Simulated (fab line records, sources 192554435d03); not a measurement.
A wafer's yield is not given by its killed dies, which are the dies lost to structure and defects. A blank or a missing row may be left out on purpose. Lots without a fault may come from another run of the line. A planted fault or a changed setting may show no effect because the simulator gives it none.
fab line records	flow n5-finfet
[record] lots = 11	wafers = 30	last-day = 18
route steps=1938 shown BEOL_M9@1464 BEOL_M10@1470 PASSIVATION@1936
lots untouched by any fault: they come from a run of this same line in which no faults occurred
start-h: hours from the record's first day to the start of the lot's first wafer shown	wait-h: hours from the lot's prior step to this one	" the same as in the row above	L1.1+2: one row covering several wafers at once	- no value, or no start was given	* or withheld: withheld	< > ~ a bound
route shown NAME@n: a module of which the file shows steps, and the number in the route of the first	usual: average and standard deviation across the fault-free wafers	same: alike in all rows	chamber/n: place in a boat	sites: per-site readings	_std_site: how widely they spread, as a standard deviation	_edge_site: mean of outer sites minus mean of inner sites	radius-mm: how far each site lies from the wafer's centre	mask NAME#n: copy n	behind: tool/chamber where the wafer was last shaped	hold: the reason the lot was held/the length of the hold in hours/how it ended	device: which transistor (n, p or np) failed to switch	end of line: tests of these same wafers at the route's end	a step with no rows: only its recipe	killed: count of dies lost to structure and defects at first sort (not the wafer's yield)	map: a wafer's dies, marking killed ones x, the rest . and places with no die _
set.NAME: setting as actually run; set.NAME@STEP: the setting as run at that earlier step	model.NAME: the simulator's own value behind a step, which no gauge read
route steps across a sampled set of lots; one table per step, one row per wafer
services: when a tool's chamber went out of use (start-h, in hours from the record's first day, below 0 if earlier), for how many hours, and the reason
[[steps]]
[step N5_BEOL_M9_CMP_52]
[recipe] stop-on = SiCOH_lowk	t-overpolish-s = 7	down-force-psi = 1	platen-rpm = 50	clearing-platen-down-force-psi = 1.5	clearing-platen-rpm = 50	post-cmp-clean = cu-alkaline	target-thk-nm = 140	clearing-platen-pad-velocity-m-s = 0.99484	pad-velocity-m-s = 0.99484
[usual] barrier-field-endpoint-s = 28.7/0.8	motor-current-A = 6.0/0.47	overpolish-run-s = 7.000/0.0078	platen-rpm = 50.00/0.033	time-to-endpoint-s = 65/3.6
[same] t-overpolish-s = 7
lot.wafer	tool	chamber	start-h	wait-h	barrier-field-endpoint-s	motor-current-A	overpolish-run-s	platen-rpm	time-to-endpoint-s
L770.1	cmp-02	2	213.23	0.3	27.5	5.7	7.007	49.99	62
L770.3	"	1	"	"	28.6	5.0	6.996	49.99	66
L770.5	"	3	"	"	28.9	6.1	7.014	50.09	67
L769.3	cmp-02	2	213.68	0.2	28.9	5.7	6.989	50.02	65
L769.2	"	1	"	"	29.1	5.1	7.002	50.00	65
L769.6	"	2	"	"	28.1	5.8	6.997	49.98	63
L773.3	cmp-02	0	234.19	0.2	29.2	6.0	7.012	49.99	67
L773.2	"	2	"	"	28.1	5.9	7.007	49.96	62
L773.6	"	0	"	"	29.2	5.9	7.001	50.05	66
L775.1	cmp-01	2	251.68	0.5	28.1	6.2	7.000	49.99	60
L775.4	"	3	"	"	28.1	6.9	7.000	49.99	62
L775.5	"	1	"	"	29.3	5.3	7.013	49.96	67
L777.2	cmp-02	3	262.97	0.2	27.9	6.0	7.014	50.01	65
L777.4	"	0	"	"	27.7	6.4	7.005	50.04	64
L777.1	"	1	"	"	28.6	5.3	7.007	50.00	66
L776.3	cmp-01	3	263.06	0.3	28.6	6.6	7.010	50.06	61
L776.4	"	1	"	"	28.5	5.6	6.990	50.03	65
L776.6	"	0	"	"	28.7	6.8	6.987	49.99	62
L782.3	cmp-02	1	299.98	0.2	28.7	5.0	7.001	50.01	65
L782.4	"	3	"	"	29.8	6.3	6.995	50.01	65
L782.5	"	1	"	"	27.9	5.4	6.998	50.01	61
L784.2	cmp-01	1	319.88	0.3	28.9	5.6	6.997	50.04	65
L784.4	"	2	"	"	27.3	6.3	6.993	50.01	60
L788.4	cmp-01	0	326.18	0.2	27.9	6.4	6.997	50.01	60
L788.2	"	1	"	"	28.9	5.6	7.020	49.93	63
L789.1	cmp-04	2	358.08	0.3	28.5	6.6	7.016	50.01	64
L789.3	"	3	"	"	29.5	6.4	6.990	50.01	67
L792.1	cmp-02	0	363.90	0.3	28.9	6.5	7.001	50.06	64
L792.3	"	3	"	"	28.8	6.0	6.997	50.00	66
L792.6	"	1	"	"	28.5	5.3	6.995	49.95	67
[step N5_BEOL_M9_RS_MEAS_57]
[recipe] thk-meas-gauge = four-point-probe	reads = Cu_of_BEOL_M9_ECD_50+Co_of_BEOL_M9_CVD_78+TaN_of_BEOL_M9_ALD_74
[usual] M9_RS = 0.152/0.0041
lot.wafer	tool	chamber	start-h	wait-h	M9_RS[ohm/sq]
L770.1	film-metro-01	-	213.66	0.1	0.159
L770.3	"	-	"	"	0.150
L770.5	"	-	"	"	0.157
L769.2	film-metro-02	-	214.11	0.1	0.149
L769.3	"	-	"	"	0.157
L769.6	"	-	"	"	0.148
L773.2	film-metro-02	-	234.62	0.1	0.147
L773.3	"	-	"	"	0.153
L773.6	"	-	"	"	0.145
L775.1	film-metro-01	-	252.11	0.1	0.155
L775.4	"	-	"	"	0.149
L775.5	"	-	"	"	0.152
L777.1	film-metro-01	-	263.36	0.1	0.151
L777.2	"	-	"	"	0.149
L777.4	"	-	"	"	0.158
L776.3	film-metro-01	-	263.49	0.1	0.148
L776.4	"	-	"	"	0.155
L776.6	"	-	"	"	0.147
L782.3	film-metro-02	-	300.42	0.1	0.148
L782.4	"	-	"	"	0.148
L782.5	"	-	"	"	0.158
L784.2	film-metro-02	-	320.24	0.1	0.150
L784.4	"	-	"	"	0.153
L788.2	film-metro-02	-	326.53	0.1	0.148
L788.4	"	-	"	"	0.150
L789.1	film-metro-02	-	358.47	0.1	0.147
L789.3	"	-	"	"	0.154
L792.1	film-metro-02	-	364.33	0.1	0.153
L792.3	"	-	"	"	0.147
L792.6	"	-	"	"	0.158
[step N5_BEOL_M10_ILD_DEP_00]
[recipe] material = SiCOH_lowk	target-thk-a = 3085.1	temp-c = 300	precursor = DEMS/porogen	pressure-torr = 5	rf-w = 500	time-s = 58
[usual] heater-power-w = 304/40	rf-fwd-power-W = 496.8/1.8	run-length-s = 101.1/0.56	showerhead-plenum-p-Torr = 5.733/0.014	susceptor-temp-C = 300.01/0.18	throttle-valve-pct = 13.7/0.56
lot.wafer	tool	chamber	start-h	wait-h	heater-power-w	rf-fwd-power-W	run-length-s	showerhead-plenum-p-Torr	susceptor-temp-C	throttle-valve-pct
L770.1	pecvd-01	0	213.72	0.0	269	496.2	101.2	5.743	299.74	13.9
L770.3	"	2	"	"	377	497.6	101.5	5.722	300.23	13.8
L770.5	"	2	"	"	366	498.1	101.6	5.735	299.88	13.7
L769.2	pecvd-01	2	214.17	0.0	346	498.1	101.5	5.730	300.04	13.8
L769.3	"	0	"	"	305	499.4	101.2	5.738	300.15	14.0
L769.6	"	1	"	"	259	495.8	101.4	5.748	300.13	13.1
L773.2	pecvd-01	0	234.68	0.0	300	496.8	101.1	5.731	299.96	13.6
L773.3	"	2	"	"	364	496.2	101.9	5.730	300.12	13.9
L773.6	"	0	"	"	292	496.0	101.2	5.748	299.99	14.3
L775.1	pecvd-01	0	252.17	0.0	291	493.9	101.1	5.740	299.85	13.9
L775.4	"	2	"	"	353	499.5	101.4	5.729	299.44	13.9
L775.5	"	0	"	"	322	494.4	100.6	5.746	299.79	13.8
L777.1	pecvd-03	1	263.43	0.0	329	497.0	101.0	5.743	300.08	13.9
L777.2	"	2	"	"	243	497.6	100.6	5.739	300.16	13.2
L777.4	"	1	"	"	336	495.2	101.5	5.709	299.88	13.9
L776.3	pecvd-04	0	263.55	0.0	360	492.8	102.1	5.728	299.94	14.7
L776.4	"	1	"	"	286	495.9	102.0	5.738	300.01	13.9
L776.6	"	0	"	"	292	493.7	101.3	5.738	300.07	14.6
L782.3	pecvd-01	0	300.48	0.0	310	496.1	100.7	5.730	299.98	14.2
L782.4	"	1	"	"	286	495.8	101.3	5.741	299.96	13.1
L782.5	"	0	"	"	308	495.1	100.6	5.751	300.23	14.2
L784.2	pecvd-01	0	320.30	0.0	301	-	83.9	5.740	-	14.0
L784.4	"	2	"	"	312	497.9	101.7	5.724	299.87	14.2
L788.2	pecvd-01	2	326.59	0.0	301	-	84.7	5.703	-	14.2
L788.4	"	2	"	"	330	499.2	101.6	5.733	299.91	14.0
L789.1	pecvd-01	2	358.54	0.0	359	-	85.1	5.723	-	14.1
L789.3	"	1	"	"	296	497.8	101.6	5.752	300.18	13.4
L792.1	pecvd-03	0	364.40	0.0	362	497.4	100.2	5.731	299.78	13.7
L792.3	"	2	"	"	284	497.9	100.5	5.751	300.10	12.8
L792.6	"	0	"	"	368	496.9	99.9	5.732	300.01	13.5
[step N5_BEOL_M10_THK_MEAS_01]
[recipe] reads = SiCOH_lowk_of_BEOL_M10_ILD_DEP_00
[usual] M10_ILD_THK = 268/3.5
lot.wafer	tool	chamber	start-h	wait-h	M10_ILD_THK[nm]
L770.1	film-metro-02	-	214.31	0.4	267
L770.3	"	-	"	"	264
L770.5	"	-	"	"	266
L769.2	film-metro-01	-	214.79	0.4	264
L769.3	"	-	"	"	264
L769.6	"	-	"	"	266
L773.2	film-metro-02	-	235.28	0.4	265
L773.3	"	-	"	"	263
L773.6	"	-	"	"	266
L775.1	film-metro-01	-	252.79	0.4	268
L775.4	"	-	"	"	275
L775.5	"	-	"	"	271
L777.1	film-metro-02	-	264.02	0.4	266
L777.2	"	-	"	"	266
L777.4	"	-	"	"	272
L776.3	film-metro-02	-	264.63	0.5	264
L776.4	"	-	"	"	271
L776.6	"	-	"	"	269
L782.3	film-metro-02	-	301.07	0.3	266
L782.4	"	-	"	"	270
L782.5	"	-	"	"	273
L784.2	film-metro-02	-	321.37	0.7	192
L784.4	"	-	"	"	270
L788.2	film-metro-02	-	327.18	0.4	190
L788.4	"	-	"	"	268
L789.1	film-metro-01	-	359.13	0.4	190
L789.3	"	-	"	"	266
L792.1	film-metro-02	-	364.99	0.4	265
L792.3	"	-	"	"	264
L792.6	"	-	"	"	269
[step N5_BEOL_M10_HM_DEP_02]
[recipe] material = TiN	target-thk-a = 200	temp-c = 25	chamber-pressure-pa = 0.49996
[usual] substrate-temp-c = 24.99/0.11	susceptor-temp-C = 25.00/0.11	throttle-valve-pct = 30.0/0.78
lot.wafer	tool	chamber	start-h	wait-h	substrate-temp-c	susceptor-temp-C	throttle-valve-pct
L770.1	pvd-sputter-03	-	216.49	2.1	24.93	24.86	29.9
L770.3	"	-	"	"	24.99	24.91	29.3
L770.5	"	-	"	"	24.99	24.86	30.7
L769.2	pvd-sputter-03	-	217.21	2.4	25.02	24.80	30.7
L769.3	"	-	"	"	25.10	25.13	28.9
L769.6	"	-	"	"	25.16	24.86	29.7
L773.2	pvd-sputter-01	-	236.46	1.1	25.00	24.97	29.3
L773.3	"	-	"	"	24.96	24.81	30.9
L773.6	"	-	"	"	25.27	24.86	31.1
L775.1	pvd-sputter-02	-	254.12	1.3	24.92	25.04	29.7
L775.4	"	-	"	"	24.98	25.11	29.7
L775.5	"	-	"	"	25.03	25.04	30.0
L777.1	pvd-sputter-01	-	267.09	3.0	24.92	24.88	29.3
L777.2	"	-	"	"	25.04	25.12	30.9
L777.4	"	-	"	"	24.91	24.97	30.7
L776.3	pvd-sputter-02	-	267.33	2.6	25.12	25.04	29.5
L776.4	"	-	"	"	25.05	25.03	30.9
L776.6	"	-	"	"	25.31	24.87	29.8
L782.3	pvd-sputter-01	-	301.88	0.7	25.11	24.97	29.3
L782.4	"	-	"	"	25.07	24.89	30.8
L782.5	"	-	"	"	25.00	25.18	29.4
L784.2	pvd-sputter-03	-	323.92	2.5	25.12	25.06	28.7
L784.4	"	-	"	"	24.93	25.00	29.5
L788.2	pvd-sputter-01	-	328.62	1.4	24.96	24.92	30.5
L788.4	"	-	"	"	24.72	24.84	31.4
L789.1	pvd-sputter-03	-	362.37	3.2	24.96	24.98	30.7
L789.3	"	-	"	"	24.98	25.01	29.3
L792.1	pvd-sputter-02	-	365.66	0.6	24.83	24.80	29.7
L792.3	"	-	"	"	24.76	24.80	30.7
L792.6	"	-	"	"	24.95	24.99	30.6
[step N5_PASSIVATION_PROBE_49]
[usual] defect-limited-yield = 91.3/1.7	killed_at_M0_to_M3 = 33/11	killed_at_M4_up = 14/5.5	killed-at-contacts = 13/6.5	killed-at-front-end = 39/13	killed-at-other = 3.4/2.9	killed-dies = 103/20	killed-open = 69/15	killed-short = 32/8.1	sort_bin_5_function = 5.1/1.1	sort_bin_6_memory = 3.3/0.74	sort_bin_8_speed = 0.00/0.014	sort-n-pass = 1077/20	sort-yield-pct = 91.3/1.7
[same] gross-dies = 1180	killed-at-back-side = 0	sort_bin_4_leakage[%] = 0
lot.wafer	tool	chamber	start-h	wait-h	defect-limited-yield[%]	killed_at_M0_to_M3	killed_at_M4_up	killed-at-contacts	killed-at-front-end	killed-at-other	killed-dies	killed-open	killed-short	sort_bin_5_function[%]	sort_bin_6_memory[%]	sort_bin_8_speed[%]	sort-n-pass	sort-yield-pct[%]
L784.2	prober-01	-	378.19	0.1	91.6	25	17	14	43	0	99	68	30	5.3	3.0	0	1081	91.6
L784.4	prober-01	-	378.29	0.2	90.3	52	11	11	40	1	115	87	28	4.7	4.7	0	1065	90.3
// killed by level:class
L784.2 FIN_SAQP:geometric-particle:open=18 MOL_CONTACT_COAG:geometric-particle:open=11 BEOL_M6:geometric-particle:open=6 FIN_SAQP:geometric-particle:short=5 BEOL_M3:geometric-particle:open=5 BEOL_M1:geometric-particle:open=5 BEOL_M2:geometric-particle:open=5 STI_FIN_REVEAL:geometric-particle:open=3
L784.4 FIN_SAQP:geometric-particle:open=16 BEOL_M0_SAQP:geometric-particle:open=14 STI_FIN_REVEAL:geometric-particle:open=12 MOL_CONTACT_COAG:geometric-particle:open=10 BEOL_M0_SAQP:geometric-particle:short=10 BEOL_M3:geometric-particle:open=10 BEOL_M1:geometric-particle:open=9 FIN_SAQP:geometric-particle:short=6
[[services]]
tool	chamber	start-h	hours	kind
cmp-01	-	194.96	4.0	pm
pecvd-04	2	202.38	-	clean
pecvd-04	2	202.38	-	consumable-replace:showerhead
pecvd-04	2	202.38	29.0	scheduled-down
cmp-02	-	231.85	0.3	repair
pecvd-04	2	233.59	5.8	repair
cmp-01	-	239.72	3.3	repair
pecvd-01	1	243.29	17.6	repair
pecvd-01	-	245.94	0.7	repair
cmp-04	-	251.10	1.2	repair
cmp-04	-	254.99	2.5	repair
cmp-01	-	258.12	0.5	repair
pecvd-04	-	265.39	0.2	repair
cmp-02	-	265.59	3.7	pm
pecvd-01	-	268.67	0.6	repair
pecvd-04	-	284.97	2.8	pm
pecvd-03	0	296.46	5.5	scheduled-down
pecvd-01	1	312.13	-	calibration
cmp-01	-	313.93	3.7	pm
cmp-04	-	317.84	4.0	pm
pvd-sputter-01	-	336.32	11.7	repair
pecvd-03	1	339.16	4.0	repair
cmp-02	-	342.95	1.5	repair
pvd-sputter-02	-	357.05	3.6	repair
[[key]]
[first-sign] step = N5_BEOL_M10_ILD_DEP_00	reading = run-length-s	direction = down	sigmas = 29	usual = *	struck = *
[effect] step = N5_BEOL_M10_THK_MEAS_01	reading = M10_ILD_THK	direction = down	sigmas = 22	usual = 268	struck = 191
met-at N5_BEOL_M10_ILD_DEP_00
struck-lots L784,L788,L789
struck-wafers L784.2,L788.2,L789.1
not-acting-at N5_BEOL_M9_CMP_52,N5_BEOL_M9_RS_MEAS_57,N5_BEOL_M10_HM_DEP_02
onset-between 300.48 320.30
[fault] kind = process-parameter-drift	tool = pecvd-01	chamber = -	onset-h = 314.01	steps = N5_BEOL_M10_ILD_DEP_00	channel = time-s	offset = *	shape = step	end-h = 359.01	scope = struck-wafers-only	acts-in = *	stated = *
